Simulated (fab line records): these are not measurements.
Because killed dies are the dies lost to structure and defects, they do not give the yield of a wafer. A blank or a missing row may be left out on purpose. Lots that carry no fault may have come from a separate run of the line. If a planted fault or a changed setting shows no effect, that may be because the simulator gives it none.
fab line records	flow nand-harc	part 1 of 2: steps 1 to 27 of 34
record lots=5	wafers=15	last-day=33
route steps=1302 shown P_M0@272 P_M1@285
lots untouched by any fault: they come from a run of this same line in which no faults occurred
start-h: hours from the record's first day to the start of the lot's first wafer shown	wait-h: how many hours have passed since the lot's step before this one	" as in the row above	L1.1+2: a row that stands for several wafers	- no value, or no start was given	* or withheld: withheld	< > ~ a bound
route shown NAME@n: a module of which the file shows steps, and the number in the route of the first	usual: mean/standard deviation taken from wafers without a fault	same: alike in all rows	chamber/n: place in a boat	sites: readings site by site	_std_site: the standard deviation of these	_edge_site: inner sites' mean taken away from outer sites' mean	radius-mm: for every site, how far away it sits from the centre of the wafer	mask NAME#n: copy n	behind: tool/chamber where the wafer was last shaped	hold: why the lot was held/for how many hours/how that ended	device: transistor that didn't switch, given as n, p or np	end of line: the route-end tests of the same wafers	where a step has no rows: the recipe by itself	killed: count of dies lost to structure and defects at first sort (not the wafer's yield)	map: a wafer's dies, marking killed ones x, the rest . and places with no die _
set.NAME: the setting the step ran with; set.NAME@STEP: the setting that earlier step ran with	model.NAME: the simulator's own value behind a step, which no gauge read
certain route steps with their lots: each step a table, each wafer a row
services: when a tool's chamber went out of use (start-h, in hours from the record's first day, below 0 if earlier), for how many hours, and the reason
## steps
# step NHARC_P_M0_DEGAS_28
# recipe temp-c=250	time-s=60
# usual heater-power-w=338/41
lot.wafer	tool	chamber	start-h	wait-h	heater-power-w
L074.2	pvd-sputter-02	-	119.63	-	301
L074.1	"	-	"	"	342
L074.5	"	-	"	"	303
L077.3	pvd-sputter-03	-	157.58	-	365
L077.6	"	-	"	"	358
L077.5	"	-	"	"	329
L080.3	pvd-sputter-03	-	181.20	-	365
L080.2	"	-	"	"	322
L080.6	"	-	"	"	370
L087.3	pvd-sputter-03	-	250.22	-	331
L087.1	"	-	"	"	361
L087.5	"	-	"	"	382
L097.4	pvd-sputter-02	-	350.60	-	295
L097.3	"	-	"	"	263
L097.6	"	-	"	"	299
# step NHARC_P_M0_PRE_CLEAN_29
# recipe time-s=30	temp-c=280	gas=H2/He
# usual heater-power-w=414/48
lot.wafer	tool	chamber	start-h	wait-h	heater-power-w
L074.2	pvd-sputter-02	-	-	-	422
L074.1	"	-	"	"	347
L074.5	"	-	"	"	424
L077.3	pvd-sputter-03	-	-	-	415
L077.5	"	-	"	"	400
L077.6	"	-	"	"	443
L080.2	pvd-sputter-03	-	-	-	457
L080.3	"	-	"	"	448
L080.6	"	-	"	"	448
L087.1	pvd-sputter-03	-	-	-	393
L087.3	"	-	"	"	442
L087.5	"	-	"	"	446
L097.3	pvd-sputter-02	-	-	-	360
L097.4	"	-	"	"	327
L097.6	"	-	"	"	321
# step NHARC_P_M0_PVD_20
# recipe target-thk-a=50	bias-v=168.6	power-w=15000	chamber-pressure-pa=0.12	time-s=8.06	substrate-temp-c=50	material=TaN
# usual throttle-valve-pct=29.7/1.2
lot.wafer	tool	chamber	start-h	wait-h	throttle-valve-pct
L074.1	pvd-sputter-02	-	-	-	30.5
L074.2	"	-	"	"	30.8
L074.5	"	-	"	"	28.9
L077.3	pvd-sputter-03	-	-	-	30.0
L077.6	"	-	"	"	30.2
L077.5	"	-	"	"	28.2
L080.2	pvd-sputter-03	-	-	-	30.4
L080.3	"	-	"	"	27.1
L080.6	"	-	"	"	30.8
L087.1	pvd-sputter-03	-	-	-	27.4
L087.3	"	-	"	"	31.2
L087.5	"	-	"	"	27.3
L097.4	pvd-sputter-02	-	-	-	29.0
L097.3	"	-	"	"	30.9
L097.6	"	-	"	"	29.9
# step NHARC_P_M0_PVD_21
# recipe target-thk-a=300	chamber-pressure-pa=5	power-w=5000	substrate-temp-c=30	time-s=20.49	material=Cu
# usual throttle-valve-pct=29.8/1.2
lot.wafer	tool	chamber	start-h	wait-h	throttle-valve-pct
L074.2	pvd-sputter-02	-	-	-	30.5
L074.1	"	-	"	"	29.2
L074.5	"	-	"	"	29.2
L077.3	pvd-sputter-03	-	-	-	30.8
L077.6	"	-	"	"	29.9
L077.5	"	-	"	"	28.2
L080.3	pvd-sputter-03	-	-	-	27.4
L080.2	"	-	"	"	30.7
L080.6	"	-	"	"	30.2
L087.1	pvd-sputter-03	-	-	-	30.8
L087.3	"	-	"	"	27.5
L087.5	"	-	"	"	31.4
L097.3	pvd-sputter-02	-	-	-	30.5
L097.4	"	-	"	"	28.9
L097.6	"	-	"	"	30.9
# step NHARC_P_M0_ECD_22
# recipe target-thk-a=4000	bath-temp-c=25	material=Cu
# usual bath-heat-duty-pct=5.9/0.47
lot.wafer	tool	chamber	start-h	wait-h	bath-heat-duty-pct
L074.1	ecd-cu-02	1	119.98	-	6.1
L074.2	"	0	"	"	7.1
L074.5	"	1	"	"	5.1
L077.3	ecd-cu-01	0	158.04	-	6.1
L077.5	"	0	"	"	6.4
L077.6	"	1	"	"	6.0
L080.2	ecd-cu-02	0	181.61	-	7.0
L080.3	"	1	"	"	6.0
L080.6	"	1	"	"	5.9
L087.1	ecd-cu-01	0	250.61	-	5.5
L087.3	"	1	"	"	6.2
L087.5	"	1	"	"	5.4
L097.4	ecd-cu-01	1	351.07	-	6.6
L097.3	"	0	"	"	6.4
L097.6	"	1	"	"	6.6
# step NHARC_P_M0_ANNEAL_30
# recipe temp-c=225	time-s=90
# usual wafer_temp_C_max=226.9/0.42
lot.wafer	tool	chamber	start-h	wait-h	wafer_temp_C_max
L074.1	rtp-anneal-01	0	120.36	-	227.3
L074.2	"	0	"	"	226.8
L074.5	"	0	"	"	226.6
L077.3	rtp-anneal-01	0	158.42	-	227.3
L077.5	"	0	"	"	227.0
L077.6	"	0	"	"	227.0
L080.2	rtp-anneal-01	0	181.99	0.3	226.3
L080.3	"	0	"	"	226.8
L080.6	"	0	"	"	227.1
L087.1	rtp-anneal-01	0	250.94	0.3	227.0
L087.3	"	0	"	"	226.2
L087.5	"	0	"	"	227.3
L097.3	rtp-anneal-02	0	351.46	0.3	227.4
L097.4	"	0	"	"	227.2
L097.6	"	0	"	"	227.4
# step NHARC_P_M0_CMP_23
# recipe t-overpolish-s=20	target-thk-nm=117.54
# usual motor-current-A=12.4/0.81	time-to-endpoint-s=29.4/2.1
lot.wafer	tool	chamber	start-h	wait-h	motor-current-A	time-to-endpoint-s
L074.2	cmp-03	1	121.00	-	13.0	34.1
L074.1	"	0	"	"	12.4	30.2
L074.5	"	1	"	"	13.2	33.3
L077.3	cmp-01	2	158.71	-	12.9	30.5
L077.5	"	0	"	"	12.7	31.6
L077.6	"	1	"	"	12.7	27.5
L080.3	cmp-02	1	182.28	-	11.9	26.6
L080.2	"	0	"	"	12.4	26.0
L080.6	"	2	"	"	11.5	25.6
L087.1	cmp-01	1	251.29	-	13.0	30.4
L087.3	"	3	"	"	10.6	32.2
L087.5	"	2	"	"	13.0	31.7
L097.3	cmp-02	0	351.70	-	12.5	28.7
L097.4	"	1	"	"	12.1	28.3
L097.6	"	0	"	"	12.8	31.5
# step NHARC_P_M0_THK_MEAS_24
# recipe thk-meas-gauge=xrf
# usual thk-nm=117.9/1.5
lot.wafer	tool	chamber	start-h	wait-h	thk-nm
L074.1	film-metro-01	-	121.32	-	118.9
L074.2	"	-	"	"	117.2
L074.5	"	-	"	"	119.2
L077.3	film-metro-01	-	158.97	-	118.5
L077.5	"	-	"	"	115.2
L077.6	"	-	"	"	117.9
L080.2	film-metro-02	-	182.59	-	116.5
L080.3	"	-	"	"	116.5
L080.6	"	-	"	"	116.7
L087.1	film-metro-02	-	251.60	-	122.0
L087.3	"	-	"	"	120.3
L087.5	"	-	"	"	119.2
L097.3	film-metro-02	-	352.02	-	118.5
L097.4	"	-	"	"	116.9
L097.6	"	-	"	"	119.7
# step NHARC_P_M0_SRD_25
lot.wafer	tool	chamber	start-h	wait-h
L074.1+5+2	wet-bench-10	4,0,1	121.36	0.0
L077.3+6+5	wet-bench-08	0,1,2	159.02	0.1
L080.6+3+2	wet-bench-10	0,1,5	182.63	0.0
L087.5+1+3	wet-bench-10	5,7,2	251.64	0.0
L097.3+4+6	wet-bench-08	0,1,2	352.07	0.1
# step NHARC_P_M0_INSPECT_27
# usual raw-defect-count=283/120
lot.wafer	tool	chamber	start-h	wait-h	raw-defect-count
L074.1	defect-inspect-01	-	121.48	0.0	387
L074.2	"	-	"	"	295
L074.5	"	-	"	"	537
L077.3	defect-inspect-01	-	159.13	0.0	148
L077.5	"	-	"	"	147
L077.6	"	-	"	"	156
L080.2	defect-inspect-01	-	182.75	0.0	240
L080.3	"	-	"	"	320
L080.6	"	-	"	"	472
L087.1	defect-inspect-02	-	251.76	0.0	215
L087.3	"	-	"	"	274
L087.5	"	-	"	"	297
L097.3	defect-inspect-02	-	352.17	0.0	144
L097.4	"	-	"	"	201
L097.6	"	-	"	"	155
# step NHARC_P_M0_PRE_CLEAN_31
# recipe time-s=12	temp-c=370	rf-power-w=300	gas=NH3
# usual heater-power-w=585/54
lot.wafer	tool	chamber	start-h	wait-h	heater-power-w
L074.1	pecvd-01	1	121.55	0.1	543
L074.2	"	2	"	"	610
L074.5	"	2	"	"	598
L077.3	pecvd-03	0	159.21	0.1	677
L077.5	"	2	"	"	559
L077.6	"	0	"	"	694
L080.2	pecvd-04	1	182.82	0.1	584
L080.3	"	2	"	"	559
L080.6	"	0	"	"	559
L087.1	pecvd-04	1	251.84	0.1	553
L087.3	"	2	"	"	566
L087.5	"	1	"	"	549
L097.3	pecvd-03	2	352.24	0.1	631
L097.6	"	2	"	"	622
L097.4	"	0	"	"	711
# step NHARC_P_M0_DEP_32
# recipe target-thk-a=300	temp-c=370	target-thk-nm=30	pressure-torr=3	flow-sccm=200	rf-w=450	material=SiCN
# usual heater-power-w=533/52
lot.wafer	tool	chamber	start-h	wait-h	heater-power-w
L074.1	pecvd-01	1	121.63	0.1	468
L074.2	"	2	"	"	487
L074.5	"	2	"	"	489
L077.3	pecvd-03	0	159.32	0.1	632
L077.5	"	2	"	"	537
L077.6	"	0	"	"	636
L080.2	pecvd-04	1	182.89	0.1	522
L080.3	"	2	"	"	482
L080.6	"	0	"	"	482
L087.1	pecvd-04	1	251.95	0.1	530
L087.3	"	2	"	"	537
L087.5	"	1	"	"	526
L097.3	pecvd-03	2	352.32	0.1	574
L097.6	"	2	"	"	573
L097.4	"	0	"	"	608
# step NHARC_P_M1_DEP_00
# recipe target-thk-a=1825	target-thk-nm=182.5	temp-c=withheld	pressure-torr=5	flow-sccm=200	rf-w=600	material=SiOC
lot.wafer	tool	chamber	start-h	wait-h
L074.1+2+5	pecvd-04	2,1,0	122.05	-
L077.3+6+5	pecvd-04	2,0,1	159.78	-
L080.3+2+6	pecvd-01	1,2,0	183.35	-
L087.1+3+5	pecvd-03	1,2,2	252.36	-
L097.3+6+4	pecvd-04	1,1,2	352.73	-
# step NHARC_P_M1_DEHYDRATE_01
# recipe temp-c=150	time-s=120
# usual exhaust-pa=45.1/0.85
lot.wafer	tool	chamber	start-h	wait-h	exhaust-pa
L074.1	litho-track-06	0	122.45	-	44.8
L074.2	"	0	"	"	45.6
L074.5	"	0	"	"	44.3
L077.3	litho-track-04	0	160.09	-	44.9
L077.5	"	0	"	"	45.1
L077.6	"	0	"	"	44.4
L080.2	litho-track-04	0	183.72	-	44.3
L080.3	"	0	"	"	44.3
L080.6	"	0	"	"	45.5
L087.1	litho-track-01	0	252.72	-	45.4
L087.3	"	0	"	"	46.3
L087.5	"	0	"	"	46.3
L097.3	litho-track-01	0	353.13	-	45.1
L097.4	"	0	"	"	46.6
L097.6	"	0	"	"	45.1
# step NHARC_P_M1_HMDS_02
# recipe time-s=30
# usual exhaust-pa=44.9/1
lot.wafer	tool	chamber	start-h	wait-h	exhaust-pa
L074.1	litho-track-06	0	-	-	44.5
L074.2	"	0	"	"	45.1
L074.5	"	0	"	"	45.4
L077.3	litho-track-04	0	-	-	45.0
L077.5	"	0	"	"	45.3
L077.6	"	0	"	"	44.8
L080.2	litho-track-04	0	-	-	44.9
L080.3	"	0	"	"	45.6
L080.6	"	0	"	"	45.2
L087.1	litho-track-01	0	-	-	44.9
L087.3	"	0	"	"	45.9
L087.5	"	0	"	"	45.3
L097.3	litho-track-01	0	-	-	45.5
L097.4	"	0	"	"	44.5
L097.6	"	0	"	"	44.6
# step NHARC_P_M1_COAT_34
# recipe temp-c=200	time-s=65
# usual exhaust-pa=45.1/0.87
lot.wafer	tool	chamber	start-h	wait-h	exhaust-pa
L074.1	litho-track-06	0	-	-	46.1
L074.2	"	0	"	"	46.8
L074.5	"	0	"	"	47.5
L077.3	litho-track-04	0	-	-	45.9
L077.5	"	0	"	"	46.1
L077.6	"	0	"	"	44.6
L080.2	litho-track-04	0	-	-	44.5
L080.3	"	0	"	"	45.8
L080.6	"	0	"	"	44.0
L087.1	litho-track-01	0	-	-	46.6
L087.3	"	0	"	"	44.2
L087.5	"	0	"	"	46.8
L097.3	litho-track-01	0	-	-	44.0
L097.4	"	0	"	"	45.2
L097.6	"	0	"	"	45.1
# step NHARC_P_M1_COAT_03
# recipe spin-rpm=1500	resist-thk-nm=90
# usual exhaust-pa=45.0/0.93
lot.wafer	tool	chamber	start-h	wait-h	exhaust-pa
L074.1	litho-track-06	0	-	-	44.1
L074.2	"	0	"	"	43.0
L074.5	"	0	"	"	43.4
L077.3	litho-track-04	0	-	-	45.5
L077.5	"	0	"	"	44.7
L077.6	"	0	"	"	44.2
L080.2	litho-track-04	0	-	-	44.3
L080.3	"	0	"	"	43.4
L080.6	"	0	"	"	44.8
L087.1	litho-track-01	0	-	-	45.2
L087.3	"	0	"	"	44.7
L087.5	"	0	"	"	45.0
L097.3	litho-track-01	0	-	-	45.5
L097.4	"	0	"	"	45.5
L097.6	"	0	"	"	44.0
# step NHARC_P_M1_SOFTBAKE_04
# recipe temp-c=105	time-s=55
# usual exhaust-pa=44.8/0.81
lot.wafer	tool	chamber	start-h	wait-h	exhaust-pa
L074.1	litho-track-06	0	-	-	45.0
L074.2	"	0	"	"	45.1
L074.5	"	0	"	"	45.7
L077.3	litho-track-04	0	-	-	44.3
L077.5	"	0	"	"	45.1
L077.6	"	0	"	"	44.0
L080.2	litho-track-04	0	-	-	46.1
L080.3	"	0	"	"	44.8
L080.6	"	0	"	"	45.5
L087.1	litho-track-01	0	-	-	45.0
L087.3	"	0	"	"	43.3
L087.5	"	0	"	"	45.3
L097.3	litho-track-01	0	-	-	44.5
L097.4	"	0	"	"	45.4
L097.6	"	0	"	"	45.1
# step NHARC_P_M1_EBR_05
# usual exhaust-pa=44.9/0.99
lot.wafer	tool	chamber	start-h	wait-h	exhaust-pa
L074.1	litho-track-06	0	-	-	45.9
L074.2	"	0	"	"	46.6
L074.5	"	0	"	"	45.7
L077.3	litho-track-04	0	-	-	43.4
L077.5	"	0	"	"	43.1
L077.6	"	0	"	"	43.3
L080.2	litho-track-04	0	-	-	43.6
L080.3	"	0	"	"	44.4
L080.6	"	0	"	"	44.3
L087.1	litho-track-01	0	-	-	46.7
L087.3	"	0	"	"	45.7
L087.5	"	0	"	"	43.9
L097.3	litho-track-01	0	-	-	44.6
L097.4	"	0	"	"	44.4
L097.6	"	0	"	"	44.1
# step NHARC_P_M1_EXPOSE_06
# recipe na=1.35	target-cd-nm=130	dose-mj=81.88	mask-id=P_M1
lot.wafer	tool	chamber	start-h	wait-h	mask
L074.1+2+5	arfi-scanner-02	0	122.74	-	P_M1#0
L077.3+5+6	arfi-scanner-01	0	160.39	-	P_M1#0
L080.2+3+6	arfi-scanner-01	0	184.01	-	P_M1#0
L087.1+3+5	arfi-scanner-02	0	253.01	-	P_M1#0
L097.3+4+6	arfi-scanner-02	0	353.43	-	P_M1#0
# step NHARC_P_M1_PEB_07
# recipe peb-temp-c=100	peb-time-s=65
# usual exhaust-pa=45.1/0.95
lot.wafer	tool	chamber	start-h	wait-h	exhaust-pa
L074.1	litho-track-01	0	122.80	0.1	44.9
L074.2	"	0	"	"	45.7
L074.5	"	0	"	"	46.0
L077.3	litho-track-06	0	160.44	0.0	46.4
L077.5	"	0	"	"	44.5
L077.6	"	0	"	"	47.0
L080.2	litho-track-01	0	184.06	0.1	45.7
L080.3	"	0	"	"	45.5
L080.6	"	0	"	"	46.7
L087.1	litho-track-04	0	253.07	0.1	45.1
L087.3	"	0	"	"	45.0
L087.5	"	0	"	"	45.0
L097.3	litho-track-06	0	353.49	0.0	45.2
L097.4	"	0	"	"	44.8
L097.6	"	0	"	"	44.6
# step NHARC_P_M1_DEVELOP_08
# recipe develop-time-s=35	dev-temp-c=23
# usual exhaust-pa=45.2/0.71
lot.wafer	tool	chamber	start-h	wait-h	exhaust-pa
L074.1	litho-track-01	0	-	-	44.3
L074.2	"	0	"	"	45.7
L074.5	"	0	"	"	44.9
L077.3	litho-track-06	0	-	-	45.2
L077.5	"	0	"	"	44.9
L077.6	"	0	"	"	44.8
L080.2	litho-track-01	0	-	-	45.3
L080.3	"	0	"	"	44.8
L080.6	"	0	"	"	45.8
L087.1	litho-track-04	0	-	-	45.6
L087.3	"	0	"	"	46.3
L087.5	"	0	"	"	45.9
L097.3	litho-track-06	0	-	-	46.8
L097.4	"	0	"	"	45.7
L097.6	"	0	"	"	46.4
# step NHARC_P_M1_CD_MEAS_09
# recipe target-cd-nm=130	landing-energy-ev=500
# usual cd-nm=130.1/0.53
lot.wafer	tool	chamber	start-h	wait-h	cd-nm
L074.1	cd-sem-03	0	122.88	-	129.6
L074.2	"	0	"	"	129.7
L074.5	"	0	"	"	129.9
L077.3	cd-sem-02	0	160.53	-	130.5
L077.5	"	0	"	"	130.4
L077.6	"	0	"	"	130.1
L080.2	cd-sem-03	0	184.15	-	130.5
L080.3	"	0	"	"	130.3
L080.6	"	0	"	"	129.5
L087.1	cd-sem-02	0	253.15	-	129.6
L087.3	"	0	"	"	129.6
L087.5	"	0	"	"	129.1
L097.3	cd-sem-02	0	353.57	-	130.3
L097.4	"	0	"	"	129.6
L097.6	"	0	"	"	130.7
# step NHARC_P_M1_OVL_MEAS_10
# recipe pitch-nm=260
# usual overlay-x-nm=0.2/0.72	overlay-y-nm=0.0/0.83
lot.wafer	tool	chamber	start-h	wait-h	overlay-x-nm	overlay-y-nm
L074.1	overlay-02	-	122.97	-	0.1	0.9
L074.2	"	-	"	"	0.2	0.7
L074.5	"	-	"	"	0.5	-0.2
L077.3	overlay-02	-	160.61	-	0.1	-0.1
L077.5	"	-	"	"	0.6	0.1
L077.6	"	-	"	"	0.5	-0.1
L080.2	overlay-01	-	184.23	-	-0.5	0.7
L080.3	"	-	"	"	-0.5	0.5
L080.6	"	-	"	"	-0.3	0.6
L087.1	overlay-01	-	253.23	-	0.0	1.6
L087.3	"	-	"	"	0.1	1.7
L087.5	"	-	"	"	-0.4	1.3
L097.3	overlay-02	-	353.65	-	-0.8	-0.8
L097.4	"	-	"	"	-0.3	-1.3
L097.6	"	-	"	"	-0.8	-0.5
# step NHARC_P_M1_INSPECT_11
# usual raw-defect-count=5.2/2.7
lot.wafer	tool	chamber	start-h	wait-h	raw-defect-count
L074.1	defect-inspect-02	-	123.01	0.0	4
L074.2	"	-	"	"	11
L074.5	"	-	"	"	6
L077.3	defect-inspect-01	-	160.65	0.0	4
L077.5	"	-	"	"	4
L077.6	"	-	"	"	5
L080.2	defect-inspect-01	-	184.27	0.0	5
L080.3	"	-	"	"	5
L080.6	"	-	"	"	2
L087.1	defect-inspect-02	-	253.27	0.0	9
L087.3	"	-	"	"	5
L087.5	"	-	"	"	3
L097.3	defect-inspect-01	-	353.69	0.0	5
L097.4	"	-	"	"	2
L097.6	"	-	"	"	2
# step NHARC_P_M1_DESCUM_14
# recipe time-s=3	o2-flow-sccm=200	ar-flow-sccm=0	bias-power-w=0	chemistry=O2
# usual drypump-motor-current-A=6.1/0.33	oes-product-au=1.002/0.0075	rf-vpp-V=57.7/0.9	showerhead-plenum-p-Torr=1.93/0.08	throttle-valve-pct=11.310/0.0093
lot.wafer	tool	chamber	start-h	wait-h	drypump-motor-current-A	oes-product-au	rf-hours-counter-h	rf-vpp-V	showerhead-plenum-p-Torr	throttle-valve-pct
L074.1	rie-diel-12	2	123.07	0.1	6.3	1.003	3	57.6	1.79	11.301
L074.2	"	0	"	"	6.3	0.994	2	58.4	2.02	11.331
L074.5	"	3	"	"	6.5	1.011	-	59.3	1.93	11.298
L077.3	rie-diel-12	3	160.73	0.1	6.5	1.012	5	57.4	1.93	11.311
L077.5	"	0	"	"	6.2	1.004	-	58.0	2.02	11.317
L077.6	"	1	"	"	5.7	1.014	-	57.3	1.88	11.304
L080.3	rie-diel-12	0	184.35	0.1	6.2	1.002	8	57.0	2.02	11.326
L080.2	"	1	"	"	5.7	1.010	7	57.5	1.88	11.311
L080.6	"	3	"	"	6.5	1.007	-	58.2	1.93	11.315
L087.3	rie-diel-12	1	253.33	0.1	5.7	1.000	13	56.6	1.88	11.299
L087.1	"	0	"	"	6.2	0.989	15	56.6	2.01	11.310
L087.5	"	2	"	"	6.3	0.995	-	57.5	1.79	11.311
L097.4	rie-diel-12	3	353.76	0.1	6.5	0.994	7	57.5	1.93	11.305
L097.3	"	0	"	"	6.2	0.992	7	57.6	2.01	11.310
L097.6	"	1	"	"	5.7	0.998	-	58.4	1.88	11.319
# step NHARC_P_M1_ETCH_35
# recipe target-depth-a=400	overetch-a=120	time-s=43.94	ion-energy-ev=200	n2-flow-sccm=150	h2-flow-sccm=150	ar-flow-sccm=0	rf-w=400	bias-w=150	chemistry=N2/H2
# usual drypump-motor-current-A=6.1/0.33	n2-flow-sccm=149.9/0.46	oes-product-au=1.003/0.0074	rf-vpp-V=431.0/2.4	showerhead-plenum-p-Torr=2.06/0.086	throttle-valve-pct=14.171/0.0076
lot.wafer	tool	chamber	start-h	wait-h	drypump-motor-current-A	n2-flow-sccm	oes-product-au	rf-hours-counter-h	rf-vpp-V	showerhead-plenum-p-Torr	throttle-valve-pct
L074.2	rie-diel-12	1	123.15	0.1	5.7	150.0	1.011	3	429.6	2.01	14.174
L074.1	"	0	"	"	6.2	150.5	1.013	2	433.0	2.15	14.173
L074.5	"	1	"	"	5.7	150.4	0.997	-	429.1	2.01	14.160
L077.3	rie-diel-12	0	160.81	0.1	6.2	149.4	0.996	5	433.0	2.15	14.167
L077.5	"	1	"	"	5.7	149.5	1.008	-	430.2	2.01	14.161
L077.6	"	2	"	"	6.3	149.5	0.996	-	427.1	1.90	14.167
L080.2	rie-diel-12	2	184.42	0.1	6.3	150.3	1.004	9	427.2	1.90	14.168
L080.3	"	3	"	"	6.5	149.6	0.997	8	432.5	2.06	14.181
L080.6	"	1	"	"	5.7	150.1	1.001	-	430.4	2.01	14.170
L087.1	rie-diel-12	3	253.42	0.1	6.5	150.6	0.994	13	431.3	2.06	14.164
L087.3	"	1	"	"	5.7	150.3	1.015	13	428.9	2.00	14.178
L087.5	"	0	"	"	6.2	149.6	0.996	-	434.0	2.15	14.170
L097.3	rie-diel-12	3	353.83	0.1	6.5	148.8	0.991	7	429.3	2.05	14.175
L097.4	"	0	"	"	6.2	150.2	1.000	7	433.4	2.15	14.179
L097.6	"	0	"	"	6.2	149.4	1.004	-	433.8	2.15	14.172
